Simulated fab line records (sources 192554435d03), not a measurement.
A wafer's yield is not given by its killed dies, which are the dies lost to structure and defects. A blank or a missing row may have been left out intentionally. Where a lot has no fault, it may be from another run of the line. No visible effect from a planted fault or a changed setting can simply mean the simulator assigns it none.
Chamber matching | flow n5_finfet | 4 sister chambers for N5_DUMMY_GATE_ETCH_44 on rie_si-03
The step etches poly-Si in HBr/O2, stops on SiO2, target depth 127.5 nm. 4 wafers are shown with their chamber, then 7 later ones without.

WAFERS, EACH WITH ITS CHAMBER
wafer  | chamber | throttle_valve_pct (%)
L077.2 | 0       | 18.21
L077.6 | 3       | 18.31
L081.3 | 2       | 18.53
L081.4 | 1       | 18.66

WAFERS WHOSE CHAMBER IS MISSING
wafer  | throttle_valve_pct (%)
L081.6 | 18.66
L091.3 | 18.32
L091.5 | 18.31
L091.6 | 18.53
L096.1 | 18.20
L096.4 | 18.31
L096.5 | 18.52

CHAMBER TAKEN BY EACH
wafer  | from the rows above | in truth
L081.6 | 1                   | 1
L091.3 | 3                   | 3
L091.5 | 3                   | 3
L091.6 | 2                   | 2
L096.1 | 0                   | 0
L096.4 | 3                   | 3
L096.5 | 2                   | 2
7 of 7 placed correctly. Left unplaced by these rows: 0. Wrongly placed: 0.
How it was worked out, from the rows above alone: a wafer's distance from a chamber is the root of the sum, over the readings, of the square of ((its reading less the chamber's mean) divided by the reading's scatter). The wafer belongs to the nearest chamber; if the next one is less than 2 further off, it can't be placed. A chamber's mean is the mean of its shown wafers. The scatter: root of mean squared gap, hidden wafer to nearest shown wafer, with one shown wafer a chamber.
